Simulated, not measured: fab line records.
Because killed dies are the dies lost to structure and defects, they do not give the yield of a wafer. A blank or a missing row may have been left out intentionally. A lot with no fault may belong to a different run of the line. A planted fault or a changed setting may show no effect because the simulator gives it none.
fab line records | flow n5_finfet
[record] lots = 5 wafers = 15 last_day = 17
route steps=1938 shown BEOL_M0_CUTY@714 BEOL_M0@715 BEOL_M4@1111 PASSIVATION@1936
lots with no fault: from the same line, run without faults
start_h: hours from the record's opening day to when the first of the lot's shown wafers began | wait_h: time in hours since the lot's previous step | " identical to the entry in the row above | L1.1+2: a row that stands for several wafers | - no value present, or no start provided | * or withheld: withheld | < > ~ a bound
route shown NAME@n: a module of which the file shows steps, and the number in the route of the first | usual: mean/standard deviation of fault-free wafers | same: alike in all rows | chamber/n: place in a boat | sites: each site's reading | _std_site: how widely they spread, as a standard deviation | _edge_site: inner sites' mean taken away from outer sites' mean | radius_mm: for every site, how far away it sits from the centre of the wafer | mask NAME#n: copy n | behind: tool/chamber where the wafer was last shaped | hold: the reason the lot was held/the length of the hold in hours/how it ended | device: the transistor (n, p or np) that didn't switch | end of line: tests of these same wafers at the route's end | a step with no rows: only its recipe | killed: at the first sort, the dies lost to defects and structure; wafer yield is something else | map: the dies of a wafer, with x for killed, . for not killed, _ for no die there
set.NAME: the setting the step ran with; set.NAME@STEP: the setting that earlier step ran with | model.NAME: the simulator's own value behind a step, which no gauge read
lots at selected steps of the route; one table per step, one row per wafer
services: the hour from which a tool's chamber was out of use, counted from the record's first day as start_h (under 0 if before that day), plus the number of hours and why
[[steps]]
[step N5_BEOL_M0_CUTY_STRIP_64]
[recipe] chemistry = N2/H2 temp_c = 40 n2_flow_sccm = 200 h2_flow_sccm = 200 rf_frequency_hz = 6e+07
[step N5_BEOL_M0_ETCH_138]
[recipe] chemistry = CH3F/O2 target_depth_a = 120 target = SiCN time_s = 31.6 ion_energy_ev = 120 pressure_mtorr = 30 source_w = 395 bias_w = 75 Ar_flow_sccm = 150 CH3F_flow_sccm = 30 O2_flow_sccm = 20 ends = cleared
[usual] bias_w = 75.02/0.22 drypump_motor_current_A = 5.8/0.55 etch_rf_on_time_s = 29.4/0.75 oes_product_au = 0.66/0.051 rf_vpp_V = 297.1/1.4 showerhead_plenum_p_Torr = 1.99/0.056 throttle_valve_pct = 16.39/0.28
// columns lot.wafer tool chamber start_h wait_h bias_w drypump_motor_current_A etch_rf_on_time_s oes_product_au rf_hours_counter_h rf_vpp_V showerhead_plenum_p_Torr throttle_valve_pct
L876.1 rie_diel-02 2 112.69 0.0 74.98 5.9 29.3 0.66 150 299.3 2.08 16.28
L876.4 " 3 " " 74.95 5.1 29.0 0.65 156 296.4 1.99 16.70
L876.5 " 2 " " 75.13 5.8 29.7 0.65 - 299.7 2.08 16.29
L884.1 rie_diel-04 0 162.26 0.0 75.18 6.8 29.4 0.61 194 296.0 1.90 16.69
L884.2 " 3 " " 75.13 5.3 28.7 0.65 160 295.9 1.92 16.51
L884.4 " 2 " " 74.89 6.2 29.7 0.74 41 297.9 1.94 15.93
L890.1 rie_diel-04 0 200.44 0.0 75.36 6.8 29.4 0.61 207 295.7 1.90 16.75
L890.2 " 1 " " 75.28 6.0 28.0 0.61 224 297.1 1.97 16.68
L890.4 " 3 " " 75.31 5.3 29.5 0.64 174 293.8 1.92 16.55
L893.3 rie_diel-04 0 216.22 0.0 74.42 6.8 29.0 0.60 213 294.2 1.90 16.74
L893.5 " 2 " " 75.03 6.1 28.6 0.73 - 295.8 1.93 15.98
L893.6 " 3 " " 75.28 5.3 28.9 0.64 - 294.8 1.92 16.55
L898.2 rie_diel-04 3 250.66 0.0 74.86 5.3 29.2 0.63 192 295.1 1.91 16.58
L898.5 " 0 " " 75.01 6.8 29.8 0.59 - 293.5 1.89 16.78
L898.6 " 3 " " 75.14 5.3 28.4 0.63 - 294.4 1.91 16.57
[step N5_BEOL_M0_HM_OPEN_105]
[recipe] chemistry = Cl2/BCl3 target_depth_a = 120 target = TiN ion_energy_ev = 150 pressure_mtorr = 10 icp_w = 1000 bias_w = 126 Cl2_flow_sccm = 53.25 bcl3_flow_sccm = 21.75 Ar_flow_sccm = 25
[usual] drypump_motor_current_A = 5.7/0.35 oes_product_au = 0.81/0.13 throttle_valve_pct = 21.97/0.25
// columns lot.wafer tool chamber start_h wait_h drypump_motor_current_A oes_product_au rf_hours_counter_h throttle_valve_pct
L876.1 rie_metal-03 1 112.80 0.1 5.5 0.72 68 22.24
L876.4 " 0 " " 6.0 0.58 - 21.93
L876.5 " 1 " " 5.5 0.72 - 22.23
L884.1 rie_metal-01 0 162.36 0.1 6.1 0.95 6 21.66
L884.2 " 1 " " 5.7 0.90 13 22.24
L884.4 " 1 " " 5.7 0.91 - 22.24
L890.1 rie_metal-03 1 200.63 0.2 5.5 0.70 76 22.25
L890.2 " 0 " " 5.9 0.97 2 21.78
L890.4 " 1 " " 5.6 0.70 - 22.25
L893.3 rie_metal-03 0 220.83 4.6 6.0 0.97 - 21.77
L893.5 " 1 " " 5.5 0.69 - 22.28
L893.6 " 0 " " 6.0 0.97 - 21.78
L898.2 rie_metal-03 0 251.16 0.5 5.9 0.94 5 21.78
L898.5 " 0 " " 6.0 0.93 - 21.79
L898.6 " 1 " " 5.6 0.68 - 22.28
[step N5_BEOL_M0_STRIP_140]
[recipe] chemistry = CF4 resist = SiARC power_w = 300 bias_power_w = 75 pressure_mtorr = 50 cf4_flow_sccm = 150 rf_frequency_hz = 6e+07
[usual] drypump_motor_current_A = 5.8/0.56 oes_product_au = 0.76/0.057 rf_vpp_V = 270.7/1.7 showerhead_plenum_p_Torr = 1.77/0.045 throttle_valve_pct = 13.68/0.3
// columns lot.wafer tool chamber start_h wait_h drypump_motor_current_A oes_product_au rf_hours_counter_h rf_vpp_V showerhead_plenum_p_Torr throttle_valve_pct
L876.1 rie_diel-04 2 113.00 0.1 6.2 0.88 26 269.6 1.76 13.26
L876.4 " 3 " " 5.3 0.76 145 270.2 1.73 13.73
L876.5 " 0 " " 6.8 0.72 - 270.0 1.70 13.89
L884.1 rie_diel-04 0 162.53 0.1 6.8 0.72 194 271.8 1.70 13.94
L884.2 " 1 " " 6.0 0.72 211 271.1 1.79 14.02
L884.4 " 2 " " 6.2 0.86 41 270.7 1.76 13.32
L890.1 rie_diel-04 3 200.80 0.1 5.3 0.73 174 270.3 1.72 13.79
L890.2 " 2 " " 6.1 0.84 54 269.3 1.75 13.34
L890.4 " 0 " " 6.8 0.70 207 269.9 1.70 13.99
L893.3 rie_diel-04 3 220.95 0.1 5.3 0.74 182 269.2 1.72 13.81
L893.5 " 1 " " 6.0 0.71 - 272.6 1.78 14.06
L893.6 " 2 " " 6.1 0.83 - 270.6 1.75 13.33
L898.2 rie_diel-04 2 251.33 0.1 6.1 0.82 72 268.1 1.75 13.38
L898.5 " 0 " " 6.8 0.69 - 270.4 1.69 14.01
L898.6 " 1 " " 6.0 0.70 - 272.8 1.78 14.06
[step N5_BEOL_M0_STRIP_104]
[recipe] chemistry = N2/H2 power_w = 450 temp_c = 40 pressure_mtorr = 20 rf_frequency_hz = 6e+07 overash_fraction = 0.3 bias_power_w = 7 h2_frac = 0.5 n2_flow_sccm = 200 h2_flow_sccm = 200
[usual] drypump_motor_current_A = 5.8/0.56 oes_product_au = 0.78/0.062 rf_vpp_V = 58.8/1.6 showerhead_plenum_p_Torr = 2.50/0.071 throttle_valve_pct = 23.7/0.37
// columns lot.wafer tool chamber start_h wait_h drypump_motor_current_A oes_product_au rf_hours_counter_h rf_vpp_V showerhead_plenum_p_Torr throttle_valve_pct
L876.1 rie_diel-04 2 113.02 0.0 6.1 0.91 26 56.4 2.48 23.2
L876.4 " 3 " " 5.3 0.79 145 55.8 2.44 23.9
L876.5 " 0 " " 6.8 0.74 - 58.2 2.40 23.7
L884.1 rie_diel-04 0 162.55 0.0 6.8 0.72 194 59.8 2.40 23.7
L884.2 " 1 " " 6.1 0.73 211 60.1 2.52 24.2
L884.4 " 2 " " 6.2 0.89 41 58.9 2.48 23.3
L890.1 rie_diel-04 3 200.82 0.0 5.3 0.75 174 59.0 2.43 24.0
L890.2 " 2 " " 6.1 0.88 54 60.8 2.47 23.2
L890.4 " 0 " " 6.8 0.71 207 60.4 2.39 23.7
L893.3 rie_diel-04 3 220.97 0.0 5.3 0.75 182 57.7 2.43 24.0
L893.5 " 1 " " 6.0 0.70 - 58.0 2.51 24.2
L893.6 " 2 " " 6.1 0.86 - 59.9 2.47 23.3
L898.2 rie_diel-04 2 251.35 0.0 6.1 0.85 72 58.0 2.46 23.3
L898.5 " 0 " " 6.8 0.68 - 59.2 2.39 23.8
L898.6 " 1 " " 6.0 0.69 - 58.7 2.50 24.2
[step N5_BEOL_M0_WET_ETCH_106]
[recipe] chemistry = DHF dilution = 10:1 temp_c = 25 target = SiO2 target_depth_a = 1300 dry = ipa_marangoni rinse_time_s = 30 rinse_temp_c = 23
[step N5_BEOL_M0_ETCH_128]
[recipe] chemistry = CF4/N2 target_depth_a = 120 overetch_a = 51 target = SiCN time_s = 21.4 ion_energy_ev = 150 pressure_mtorr = 40 source_w = 430 bias_w = 70 Ar_flow_sccm = 100 cf4_flow_sccm = 60 n2_flow_sccm = 60
[step N5_BEOL_M0_TRENCH_ETCH_107]
[recipe] chemistry = C4F6/O2 target_depth_a = 328 target = SiOC time_s = 16.4 ion_energy_ev = 250 pressure_mtorr = 30 source_w = 355 bias_w = 185 Ar_flow_sccm = 300 C4F6_flow_sccm = 10 O2_flow_sccm = 10
[step N5_BEOL_M0_STRIP_142]
[recipe] chemistry = N2/H2 time_s = 10 power_w = 450 temp_c = 40 pressure_mtorr = 20 rf_frequency_hz = 6e+07 bias_power_w = 7 n2_flow_sccm = 200 h2_flow_sccm = 200
[usual] drypump_motor_current_A = 5.8/0.55 oes_product_au = 0.78/0.065 rf_vpp_V = 59.1/0.83 showerhead_plenum_p_Torr = 2.52/0.072 throttle_valve_pct = 23.6/0.39
// columns lot.wafer tool chamber start_h wait_h drypump_motor_current_A oes_product_au rf_hours_counter_h rf_vpp_V showerhead_plenum_p_Torr throttle_valve_pct
L876.1 rie_diel-01 2 113.28 0.0 5.2 0.82 72 57.8 2.47 23.5
L876.4 " 0 " " 5.3 0.91 25 59.2 2.56 23.1
L876.5 " 0 " " 5.3 0.91 - 59.8 2.56 23.1
L884.1 rie_diel-01 0 162.74 0.0 5.3 0.88 42 59.3 2.56 23.1
L884.2 " 3 " " 6.3 0.83 56 59.7 2.59 23.4
L884.4 " 1 " " 5.5 0.83 66 59.0 2.58 23.2
L890.1 rie_diel-02 0 201.02 0.0 5.6 0.71 247 58.3 2.62 24.0
L890.2 " 2 " " 5.8 0.75 182 58.3 2.63 23.5
L890.4 " 3 " " 5.0 0.73 188 58.4 2.53 24.2
L893.3 rie_diel-04 1 221.17 0.0 6.0 0.70 232 58.5 2.51 24.2
L893.5 " 0 " " 6.8 0.70 - 60.2 2.39 23.7
L893.6 " 1 " " 6.0 0.70 - 59.9 2.51 24.2
L898.2 rie_diel-04 3 251.54 0.0 5.3 0.74 192 59.2 2.42 24.0
L898.5 " 1 " " 6.0 0.69 - 59.7 2.50 24.2
L898.6 " 0 " " 6.8 0.70 - 58.6 2.39 23.7
[step N5_BEOL_M0_OCD_MEAS_108]
[usual] trench_depth_nm = 32.8/0.56
// columns lot.wafer tool chamber start_h wait_h trench_depth_nm
L876.1 ocd-02 - 113.35 0.1 32.5
L876.4 " - " " 33.0
L876.5 " - " " 33.3
L884.1 ocd-02 - 162.82 0.1 32.2
L884.2 " - " " 32.6
L884.4 " - " " 33.5
L890.1 ocd-01 - 201.10 0.1 32.2
L890.2 " - " " 32.5
L890.4 " - " " 33.5
L893.3 ocd-01 - 221.25 0.1 32.4
L893.5 " - " " 32.7
L893.6 " - " " 32.5
L898.2 ocd-01 - 251.63 0.1 32.8
L898.5 " - " " 32.4
L898.6 " - " " 32.9
[step N5_BEOL_M0_HM_STRIP_129]
[recipe] chemistry = peroxide_tin_strip material = TiN target_depth_a = 170 temp_c = 50 time_s = 108
[step N5_BEOL_M0_SRD_130]
[recipe] time_s = 30 temp_c = 23 rinse_liquid = diw dry = ipa_marangoni
[step N5_BEOL_M0_ETCH_109]
[recipe] chemistry = CH3F/O2 target_depth_a = 80 overetch_a = 24 target = SiCN time_s = 27.4 ion_energy_ev = 120 pressure_mtorr = 30 source_w = 395 bias_w = 75 Ar_flow_sccm = 150 CH3F_flow_sccm = 30 O2_flow_sccm = 20
[usual] bias_w = 74.99/0.23 drypump_motor_current_A = 5.8/0.53 oes_product_au = 0.67/0.054 rf_vpp_V = 297.1/1.4 showerhead_plenum_p_Torr = 1.98/0.055 throttle_valve_pct = 16.38/0.29
// columns lot.wafer tool chamber start_h wait_h bias_w drypump_motor_current_A oes_product_au rf_hours_counter_h rf_vpp_V showerhead_plenum_p_Torr throttle_valve_pct
L876.1 rie_diel-01 1 113.46 0.0 74.54 5.5 0.72 48 297.1 2.06 16.23
L876.4 " 3 " " 74.87 6.2 0.72 40 298.7 2.04 15.84
L876.5 " 0 " " 74.58 5.3 0.78 - 298.0 2.05 16.28
L884.1 rie_diel-02 0 163.29 0.4 75.11 5.6 0.62 234 298.1 2.06 16.65
L884.2 " 2 " " 75.42 5.8 0.65 170 300.0 2.07 16.32
L884.4 " 1 " " 75.02 6.6 0.63 159 298.4 2.00 16.57
L890.1 rie_diel-01 0 201.21 0.0 95.91 5.3 0.73 55 346.5 2.04 16.33
L890.2 " 3 " " 75.13 6.2 0.69 69 298.1 2.03 15.87
L890.4 " 1 " " 75.09 5.4 0.70 79 296.9 2.05 16.27
L893.3 rie_diel-04 1 221.36 0.0 74.98 6.0 0.61 232 298.8 1.96 16.71
L893.5 " 2 " " 75.26 6.1 0.73 - 296.8 1.93 15.97
L893.6 " 3 " " 74.85 5.3 0.65 - 294.2 1.92 16.56
L898.2 rie_diel-02 3 251.74 0.0 74.55 5.0 0.61 207 296.2 1.98 16.79
L898.5 " 0 " " 74.98 5.6 0.80 - 299.5 2.05 16.21
L898.6 " 1 " " 74.62 6.6 0.61 - 296.1 1.99 16.63
[step N5_BEOL_M0_STRIP_139]
[recipe] chemistry = post_etch_residue_remover time_s = 60 temp_c = 25 remover_ph = withheld remover_water_wt_pct = withheld remover_fluoride_wt_pct = withheld
[step N5_BEOL_M4_RC_MEAS_101]
[usual] DIBL_N = 36.4/1.7 DIBL_P = 36.4/2.1 IOFF_N = 0.16/0.035 IOFF_P = 0.21/0.035 ION_N = 680/11 ION_P = 465/6.8 SS_N = 71.5/0.58 SS_P = 73.2/0.72 VT_N = 249/3.6 VT_P = -250/3.1
// columns lot.wafer tool chamber start_h wait_h DIBL_N[mV/V] DIBL_P[mV/V] IOFF_N[nA/um] IOFF_P[nA/um] ION_N[uA/um] ION_P[uA/um] SS_N[mV/dec] SS_P[mV/dec] VT_N[mV] VT_P[mV]
L876.1 prober-02 0 179.95 0.0 36.9 33.9 0.14 0.15 669 454 71.6 73.0 252 -256
L876.4 " 0 " " 37.0 34.7 0.13 0.17 674 463 71.0 72.5 253 -257
L876.5 " 0 " " 36.3 34.0 0.13 0.16 675 455 71.1 73.0 253 -254
L884.1 prober-02 0 214.89 0.6 36.7 36.4 0.16 0.20 676 465 71.1 73.1 248 -253
L884.2 " 0 " " 34.7 34.5 0.13 0.17 670 457 71.3 72.2 254 -256
L884.4 " 0 " " 37.1 37.6 0.19 0.22 702 473 71.4 73.8 248 -252
L890.1 prober-01 0 256.36 0.0 38.0 39.4 0.18 0.23 689 468 71.3 74.0 247 -252
L890.2 " 0 " " 36.8 37.1 0.15 0.18 663 451 71.1 73.1 253 -254
L890.4 " 0 " " 35.9 36.7 0.14 0.18 674 464 70.7 73.3 251 -253
L893.3 prober-02 0 273.73 0.3 36.0 37.0 0.15 0.21 673 468 71.5 72.6 249 -248
L893.5 " 0 " " 36.6 38.2 0.16 0.22 677 466 71.3 73.0 250 -249
L893.6 " 0 " " 34.9 35.5 0.12 0.18 669 461 71.4 72.3 255 -250
L898.2 prober-01 0 306.27 0.7 37.3 36.7 0.16 0.23 682 467 71.7 72.8 249 -247
L898.5 " 0 " " 35.5 34.1 0.14 0.19 683 469 71.3 73.1 252 -251
L898.6 " 0 " " 37.7 37.6 0.17 0.25 686 471 71.9 73.9 249 -247
[step N5_PASSIVATION_PROBE_49]
[usual] defect_limited_yield = 91.3/1.4 killed_at_M0_to_M3 = 36/11 killed_at_M4_up = 13/5.2 killed_at_contacts = 13/6.5 killed_at_front_end = 37/11 killed_at_other = 3.6/2.9 killed_dies = 103/17 killed_open = 68/12 killed_short = 33/7.3 sort_bin_5_function = 5.2/0.91 sort_bin_6_memory = 3.2/0.67 sort_n_pass = 1077/17 sort_yield_pct = 91.3/1.4
[same] gross_dies = 1180 killed_at_back_side = 0 sort_bin_4_leakage[%] = 0 sort_bin_8_speed[%] = 0
// columns lot.wafer tool chamber start_h wait_h defect_limited_yield[%] killed_at_M0_to_M3 killed_at_M4_up killed_at_contacts killed_at_front_end killed_at_other killed_dies killed_open killed_short sort_bin_5_function[%] sort_bin_6_memory[%] sort_n_pass sort_yield_pct[%]
L876.1 prober-01 - 289.83 0.0 92.5 32 3 12 41 0 88 67 21 4.7 2.5 1092 92.5
L876.4 prober-01 - 289.98 0.2 91.0 27 11 19 46 3 106 73 32 5.4 3.4 1074 91.0
L876.5 prober-01 - 290.03 0.2 92.8 28 11 19 26 1 85 65 19 4.7 2.4 1095 92.8
L884.1 prober-01 - 322.39 0.1 91.2 36 14 21 32 1 104 64 40 5.0 3.7 1076 91.2
L884.2 prober-01 - 322.44 0.2 91.9 32 10 17 36 1 96 72 23 4.2 3.7 1084 91.9
L884.4 prober-01 - 322.54 0.3 91.7 26 11 26 32 3 98 73 25 4.9 2.7 1082 91.7
L890.1 prober-01 - 367.10 0.0 91.5 26 28 6 35 5 100 57 41 5.1 3.1 1080 91.5
L890.2 prober-01 - 367.15 0.1 94.2 11 14 13 31 0 69 38 29 3.9 1.6 1111 94.2
L890.4 prober-01 - 367.25 0.2 90.5 36 19 22 31 4 112 74 37 6.6 2.6 1068 90.5
L893.3 prober-01 - 378.38 0.1 92.7 33 14 6 28 5 86 62 23 4.5 2.6 1094 92.7
L893.5 prober-01 - 378.48 0.2 93.1 23 11 4 38 6 82 52 30 4.2 2.5 1098 93.1
L893.6 prober-01 - 378.53 0.3 91.9 38 5 15 27 10 95 60 33 4.6 3.1 1085 91.9
L898.2 prober-01 - 409.95 0.1 91.3 34 23 14 25 7 103 76 27 4.7 3.6 1077 91.3
L898.5 prober-01 - 410.10 0.2 90.4 59 20 6 23 5 113 80 33 5.7 3.6 1067 90.4
L898.6 prober-01 - 410.15 0.3 89.9 50 17 4 40 8 119 76 41 5.8 4.1 1061 89.9
// killed by level:class
L876.1 STI_FIN_REVEAL:geometric_particle:open=12 MOL_CONTACT_COAG:geometric_particle:open=9 BEOL_M1:geometric_particle:open=9 FIN_SAQP:geometric_particle:open=7 BEOL_M0:geometric_particle:open=7 BEOL_M3:geometric_particle:open=6 BEOL_M2:geometric_particle:open=4 FIN_SAQP:geometric_particle:short=3
L876.4 MOL_CONTACT_COAG:geometric_particle:open=16 FIN_SAQP:geometric_particle:open=10 STI_FIN_REVEAL:geometric_particle:open=7 GATE_CUT:geometric_particle:open=7 GATE_CUT:geometric_particle:short=5 BEOL_M0_SAQP:geometric_particle:short=5 BEOL_M0_SAQP:geometric_particle:open=4 BEOL_M0:geometric_particle:short=4
L876.5 MOL_CONTACT_COAG:geometric_particle:open=17 STI_FIN_REVEAL:geometric_particle:open=9 BEOL_M3:geometric_particle:open=9 STI_FIN_REVEAL:geometric_particle:short=6 BEOL_M0:geometric_particle:open=6 BEOL_M4:geometric_particle:open=5 GATE_CUT:geometric_particle:open=3 BEOL_M2:geometric_particle:open=3
L884.1 BEOL_M1:geometric_particle:open=14 MOL_CONTACT_COAG:geometric_particle:open=11 MOL_CONTACT_COAG:geometric_particle:short=10 DUMMY_GATE:geometric_particle:open=8 BEOL_M3:geometric_particle:open=5 BEOL_M0_SAQP:geometric_particle:short=5 BEOL_M4:geometric_particle:short=5 BEOL_M4:geometric_particle:open=5
L884.2 MOL_CONTACT_COAG:geometric_particle:open=17 FIN_SAQP:geometric_particle:open=10 BEOL_M0_SAQP:geometric_particle:open=8 STI_FIN_REVEAL:geometric_particle:open=7 BEOL_M0_SAQP:geometric_particle:short=7 DUMMY_GATE:geometric_particle:open=5 BEOL_M4:geometric_particle:open=5 GATE_CUT:geometric_particle:open=4
L884.4 MOL_CONTACT_COAG:geometric_particle:open=21 BEOL_M0_SAQP:geometric_particle:open=8 BEOL_M4:geometric_particle:open=8 STI_FIN_REVEAL:geometric_particle:open=7 DUMMY_GATE:geometric_particle:open=6 MOL_CONTACT_COAG:geometric_particle:short=5 FIN_SAQP:geometric_particle:open=4 FIN_SAQP:geometric_particle:short=4
L890.1 BEOL_M4:geometric_particle:open=19 FIN_SAQP:geometric_particle:short=8 BEOL_M0_SAQP:geometric_particle:short=8 ILD0:geometric_particle:short=7 FIN_SAQP:geometric_particle:open=6 MOL_CONTACT_COAG:geometric_particle:open=6 BEOL_M0_SAQP:geometric_particle:open=6 STARTING-WAFER:geometric_particle:short=5
L890.2 MOL_CONTACT_COAG:geometric_particle:open=11 ILD0:geometric_particle:short=8 BEOL_M4:geometric_particle:open=8 FIN_SAQP:geometric_particle:short=7 FIN_SAQP:geometric_particle:open=4 STI_FIN_REVEAL:geometric_particle:open=4 BEOL_M0_SAQP:geometric_particle:short=3 FIN_CUT:geometric_particle:short=2
L890.4 MOL_CONTACT_COAG:geometric_particle:open=16 BEOL_M4:geometric_particle:open=11 BEOL_M0_SAQP:geometric_particle:open=8 BEOL_M2:geometric_particle:open=8 BEOL_M0_SAQP:geometric_particle:short=7 BEOL_M1:geometric_particle:open=7 ILD0:geometric_particle:open=6 MOL_CONTACT_COAG:geometric_particle:short=6
L893.3 BEOL_M1:geometric_particle:open=16 FIN_SAQP:geometric_particle:open=6 BEOL_M0_SAQP:geometric_particle:open=6 STI_FIN_REVEAL:geometric_particle:open=5 BEOL_M3:geometric_particle:open=5 STARTING-WAFER:geometric_particle:open=5 FIN_SAQP:geometric_particle:short=4 MOL_CONTACT_COAG:geometric_particle:open=4
L893.5 FIN_SAQP:geometric_particle:short=10 BEOL_M0_SAQP:geometric_particle:open=6 DUMMY_GATE:geometric_particle:open=5 BEOL_M0_SAQP:geometric_particle:short=5 BEOL_M1:geometric_particle:open=5 ILD0:geometric_particle:short=4 ILD0:geometric_particle:open=4 MOL_CONTACT_COAG:geometric_particle:open=4
L893.6 MOL_CONTACT_COAG:geometric_particle:open=13 BEOL_M0_SAQP:geometric_particle:open=9 BEOL_M0_SAQP:geometric_particle:short=9 BEOL_M1:geometric_particle:open=7 GATE_CUT:geometric_particle:short=6 BEOL_M2:geometric_particle:open=6 FIN_SAQP:geometric_particle:open=5 GATE_CUT:geometric_particle:open=5
L898.2 BEOL_M4:geometric_particle:open=14 MOL_CONTACT_COAG:geometric_particle:open=12 BEOL_M0_SAQP:geometric_particle:short=8 BEOL_M0_SAQP:geometric_particle:open=8 FIN_SAQP:geometric_particle:open=7 BEOL_M3:geometric_particle:open=5 STI_FIN_REVEAL:geometric_particle:open=4 STARTING-WAFER:geometric_particle:short=4
L898.5 BEOL_M3:geometric_particle:open=20 BEOL_M0_SAQP:geometric_particle:open=16 BEOL_M0_SAQP:geometric_particle:short=9 FIN_SAQP:geometric_particle:open=8 BEOL_M4:geometric_particle:open=8 BEOL_M1:geometric_particle:open=6 BEOL_M3:geometric_particle:short=4 BEOL_M4:geometric_particle:short=4
L898.6 BEOL_M3:geometric_particle:open=15 FIN_SAQP:geometric_particle:open=12 BEOL_M0_SAQP:geometric_particle:short=12 FIN_SAQP:geometric_particle:short=9 BEOL_M4:geometric_particle:open=8 BEOL_M1:geometric_particle:open=7 BEOL_M3:geometric_particle:short=6 STI_FIN_REVEAL:geometric_particle:open=5
[[services]]
// columns tool chamber start_h hours kind
rie_metal-01 - 105.87 0.5 repair
rie_metal-01 - 107.48 4.3 pm
rie_diel-04 0 143.65 8.5 repair
rie_metal-03 0 159.23 2.2 repair
rie_metal-03 0 161.45 - clean
rie_metal-03 0 161.45 16.3 scheduled_down
rie_metal-03 0 161.45 16.3 vent_cycle
rie_metal-03 0 202.61 15.0 repair
rie_diel-02 0 211.43 - clean
rie_diel-02 0 211.43 - consumable_replace:focus_ring
rie_diel-02 0 211.43 15.1 scheduled_down
rie_diel-02 0 211.43 15.1 vent_cycle
rie_diel-01 - 226.88 11.4 repair
[[key]]
[first_sign] step = N5_BEOL_M0_ETCH_109 reading = bias_w direction = up sigmas = 89 usual = * struck = *
[effect] step = N5_BEOL_M0_ETCH_109 reading = rf_vpp_V direction = up sigmas = 36 usual = 297.1 struck = 346.5
met_at N5_BEOL_M0_ETCH_109
struck_wafers L890.1
onset_between 113.46 201.21
[fault] kind = process_parameter_drift tool = rie_diel-01 chamber = 0 onset_h = 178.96 steps = N5_BEOL_M0_ETCH_109 channel = bias_w offset = * shape = step end_h = 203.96 acts_in = * stated = *
